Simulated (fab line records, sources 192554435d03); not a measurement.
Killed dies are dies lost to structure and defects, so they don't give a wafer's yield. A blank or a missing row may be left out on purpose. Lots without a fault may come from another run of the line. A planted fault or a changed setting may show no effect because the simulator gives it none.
Chamber matching | flow n5_finfet | N5_BEOL_M11_CMP_52 on cmp-03: 4 sister chambers
The step polishes, stops on SiCOH lowk, t overpolish 7 s, target thk 140 nm. 14 wafers are shown with their chamber, then 7 later ones without.

WAFERS WITH THEIR CHAMBER
wafer  | chamber | motor_current_A (A) | time_to_endpoint_s (s) | overpolish_run_s (s)
L074.2 | 2       | 6.5                 | 63                     | 7.007
L074.3 | 0       | 5.4                 | 64                     | 6.993
L075.3 | 1       | 5.3                 | 62                     | 6.993
L075.4 | 3       | 5.9                 | 65                     | 6.995
L078.1 | 3       | 5.7                 | 64                     | 6.996
L078.3 | 2       | 6.2                 | 64                     | 6.996
L080.1 | 0       | 5.7                 | 67                     | 7.003
L080.2 | 3       | 5.8                 | 62                     | 7.007
L080.4 | 1       | 5.6                 | 64                     | 6.999
L086.2 | 0       | 5.6                 | 67                     | 6.999
L086.3 | 3       | 5.7                 | 69                     | 6.995
L090.3 | 0       | 5.5                 | 68                     | 7.003
L090.4 | 3       | 5.7                 | 63                     | 6.987
L092.1 | 2       | 6.0                 | 72                     | 6.999

SIGNATURES (means of the wafers above)
reading            | chamber 0 | chamber 1 | chamber 2 | chamber 3 | scatter within a chamber
motor_current_A    | 5.550     | 5.450     | 6.233     | 5.760     | 0.159
time_to_endpoint_s | 66.50     | 63.00     | 66.33     | 64.60     | 2.98
overpolish_run_s   | 6.99950   | 6.99600   | 7.00067   | 6.99600   | 0.00595
Rule: a wafer's distance from a chamber is the root of the sum, over the readings, of the square of ((its reading less the chamber's mean) divided by the reading's scatter). The wafer belongs to the nearest chamber; if the next one is less than 2 further off, it can't be placed. The scatter: the root of (the sum of the squares of (reading less its chamber's mean) over the shown wafers, divided by (wafers less chambers)).

WAFERS WITHOUT THEIR CHAMBER
wafer  | motor_current_A (A) | time_to_endpoint_s (s) | overpolish_run_s (s)
L092.2 | 6.1                 | 71                     | 7.009
L092.3 | 5.6                 | 68                     | 7.003
L095.1 | 5.3                 | 69                     | 6.997
L095.2 | 5.8                 | 68                     | 6.999
L095.3 | 5.6                 | 68                     | 6.991
L094.2 | 5.5                 | 65                     | 7.009
L094.4 | 5.5                 | 68                     | 7.015

WHICH CHAMBER EACH WENT THROUGH
wafer  | from the rows above               | in truth
L092.2 | can't be placed: 2 or 3 or 0      | 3
L092.3 | can't be placed: 0 or 3 or 1      | 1
L095.1 | can't be placed: 0 or 1 or 3      | 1
L095.2 | can't be placed: 3 or 0 or 2 or 1 | 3
L095.3 | can't be placed: 0 or 3 or 1      | 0
L094.2 | can't be placed: 0 or 1 or 3      | 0
L094.4 | can't be placed: 0 or 1 or 3      | 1
Placed correctly: 0 of 7. Can't be placed from these rows: 7 (the true chamber is among the candidates in 7). Placed wrongly: 0.
